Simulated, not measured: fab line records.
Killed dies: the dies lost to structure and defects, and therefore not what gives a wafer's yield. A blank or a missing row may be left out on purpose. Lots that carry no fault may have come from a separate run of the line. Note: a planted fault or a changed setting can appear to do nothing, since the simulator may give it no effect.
A struck lot beside a sound one :: flow n5-finfet :: 39 steps out of a route of 1938
Sound: these wafers, L288.2, L288.4, L288.5. Struck: wafer L293.3. (L293.2, L293.6 of the same lot were not struck and are left out.) The cause comes at the end.
For every step that has rows: the tool of each side, followed by ch and its chambers, followed by its first start. Under that, the readings that differ: sound wafers :: struck wafers :: difference of the means :: sigmas: that difference in standard deviations of wafers without a fault.
alike: readings with means less than 2 such deviations apart, plus words and numbers identical on both sides. not compared: withheld readings, readings lacking a value on some wafer, bounds such as >300 that could conceal the same value, and numbers that have no deviation in the record and whose values overlap.
Wherever a step has rows on one side only, a row that says differs or no value, or a row with sigmas, the two part there. Numbers that have no deviation but don't overlap get no sigmas and don't part them. Lack of a reading on every wafer of one side parts them only where that side has two or more wafers.

first, 9 steps without rows for these wafers: N5_MOL_CONTACT_COAG_CVD_140 (deposits W, target thk 66.5 nm, time 215 s); N5_MOL_CONTACT_COAG_PRECLEAN_127 (cleans in DIW, time 57.5 s); N5_MOL_CONTACT_COAG_SRD_128 (dry time 32 s); N5_MOL_CONTACT_COAG_CMP_52 (polishes, stops on SiO2, t overpolish 1.5 s, target thk 66.5 nm); N5_MOL_CONTACT_COAG_ANNEAL_112 (time 1800 s); N5_BEOL_M0_SAQP_PECVD_00 (deposits SiCN from 3MS/NH3, target thk 8 nm, time 14 s); N5_BEOL_M0_SAQP_ILD_DEP_01 (deposits SiOC from DEMS/O2, target thk 45.419 nm, time 8.7 s); N5_BEOL_M0_SAQP_HM_DEP_02 (deposits TiN, target thk 12 nm); N5_BEOL_M0_SAQP_PECVD_03 (deposits SiCN from 3MS/NH3, target thk 12 nm, time 21.1 s).
N5_BEOL_M0_SAQP_PECVD_96: deposits a-Si from SiH4/He, target thk 45 nm, time 45.2 s.
  sound on pecvd-03 ch 0,2, day 7 12:59; struck on pecvd-03 ch 1, day 8 17:25
reading: run-length-s (s)
sound: 81.8 80.6 82.3
struck: 78.7
difference: -2.9
sigmas: -6

reading: model.a-Si_of_BEOL_M0_SAQP_PECVD_96.thk-nm (nm)
sound: 45.2 45.4 46.2
struck: 43
difference: -3
sigmas: 
  alike: heater-power-w, showerhead-plenum-p-Torr, throttle-valve-pct
then, 25 steps without rows for these wafers: N5_BEOL_M0_SAQP_PECVD_97 (deposits SiNx from SiH4/NH3/N2, target thk 23 nm, time 19.9 s); N5_BEOL_M0_SAQP_PECVD_04 (deposits a-Si from SiH4/He, target thk 60 nm, time 60.2 s); N5_BEOL_M0_SAQP_HM_DEP_111 (deposits SiO2 from SiH4/N2O, target thk 12 nm, time 7.2 s); N5_BEOL_M0_SAQP_COAT_81 (time 60 s, resist thk 100 nm); N5_BEOL_M0_SAQP_COAT_82 (time 60 s, resist thk 30 nm); N5_BEOL_M0_SAQP_COAT_08 (resist thk 90 nm); N5_BEOL_M0_SAQP_EBR_10; N5_BEOL_M0_SAQP_SOFTBAKE_09 (time 60 s); N5_BEOL_M0_SAQP_EXPOSE_11 (exposes mask M0 CORE, target cd 42 nm); N5_BEOL_M0_SAQP_PEB_12 (peb time 60 s); N5_BEOL_M0_SAQP_DEVELOP_13 (develop time 30 s); N5_BEOL_M0_SAQP_DESCUM_19 (chemistry O2, time 7.9 s); N5_BEOL_M0_SAQP_ETCH_83 (etches SiARC in CF4, target depth 39 nm, time 65 s); N5_BEOL_M0_SAQP_ETCH_84 (etches SOC in N2/H2, target depth 100 nm, overetch 20 nm, time 150 s); N5_BEOL_M0_SAQP_STRIP_80 (strips in N2/H2); N5_BEOL_M0_SAQP_HM_OPEN_112 (chemistry CHF3/O2, target SiO2, stops on a-Si, target depth 12 nm, time 13.5 s); N5_BEOL_M0_SAQP_STRIP_113 (strips in CHF3/O2); N5_BEOL_M0_SAQP_MANDREL_ETCH_20 (etches a-Si in HBr/Cl2, stops on SiNx, target depth 60 nm, bt time 10 s, time 30 s); N5_BEOL_M0_SAQP_STRIP_86 (strips in N2/H2); N5_BEOL_M0_SAQP_STRIP_115 (strips in post etch residue remover, time 60 s); N5_BEOL_M0_SAQP_SRD_93 (time 30 s); N5_BEOL_M0_SAQP_RECESS_114 (chemistry HF/NH3, target SiO2, target depth 14.4 nm, afs cycles 3, sublimation time 60 s); N5_BEOL_M0_SAQP_SPACER1_ALD_98 (deposits SiO2, target thk 12.8 nm, pulse time 1 s, purge time 2 s); N5_BEOL_M0_SAQP_SPACER1_ETCHBACK_99 (etches SiO2 in CHF3/O2, target depth 15.4 nm, time 7.7 s); N5_BEOL_M0_SAQP_MANDREL1_REMOVE_100 (chemistry HBr/Cl2/O2, target a-Si, stops on SiNx, bt time 10 s).
N5_BEOL_M0_SAQP_MANDREL_ETCH_103: etches a-Si in HBr/Cl2, stops on SiCN, target depth 45 nm, bt time 10 s, time 27 s.
  sound on rie-si-05 ch 0,3, day 7 16:19; struck on rie-si-05 ch 0, day 8 19:47
reading: oes-product-au (a.u.)
sound: 0.679 0.667 0.715
struck: 0.653
difference: -0.034
sigmas: -2

reading: model.etch.depth-nm (nm)
sound: 45.13 45.46 46.23
struck: 43.08
difference: -2.53
sigmas: 
  alike: drypump-motor-current-A, he-backside-leak-sccm, mfc-cl2-sccm, throttle-valve-pct
  not compared: rf-hours-counter-h
N5_BEOL_M0_SAQP_SPACER2_ETCHBACK_27: etches SiO2 in CHF3/O2, target depth 22.5 nm, time 11.25 s.
  sound on rie-diel-05 ch 0,1,2, day 7 17:52; struck on rie-diel-05 ch 0, day 8 21:29
reading: model.a-Si_of_BEOL_M0_SAQP_PECVD_96.thk-nm (nm)
sound: 43 43.2 44
struck: 41
difference: -2
sigmas: 
  alike: drypump-motor-current-A, oes_ar_750_au, oes-product-au, rf-vpp-V, showerhead-plenum-p-Torr, throttle-valve-pct
  not compared: rf-hours-counter-h
-- the record jumps here: 3 days lie between the struck wafers' starts before and after (it left off in module BEOL_M0_SAQP and takes up again in module BEOL_M4, whose first step shown is number 1111 of the route) --
N5_BEOL_M4_RC_MEAS_101:
  sound on prober-01 ch 0, day 11 00:51; struck on prober-01 ch 0, day 12 07:01
  alike: DIBL_N, DIBL_P, IOFF_N, IOFF_P, ION_N, ION_P, SS_N, SS_P, VT_N, VT_P
N5_PASSIVATION_PROBE_49:
  rows exist in the record for the sound wafers here (prober-02, day 15 11:11), none for the struck ones

== WHERE THEY PART ==
Earliest at N5_BEOL_M0_SAQP_PECVD_96; latest, in this record, at N5_PASSIVATION_PROBE_49.

WHY: whatever the simulator had introduced
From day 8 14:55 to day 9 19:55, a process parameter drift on pecvd-03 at N5_BEOL_M0_SAQP_PECVD_96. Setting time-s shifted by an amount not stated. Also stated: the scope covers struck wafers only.
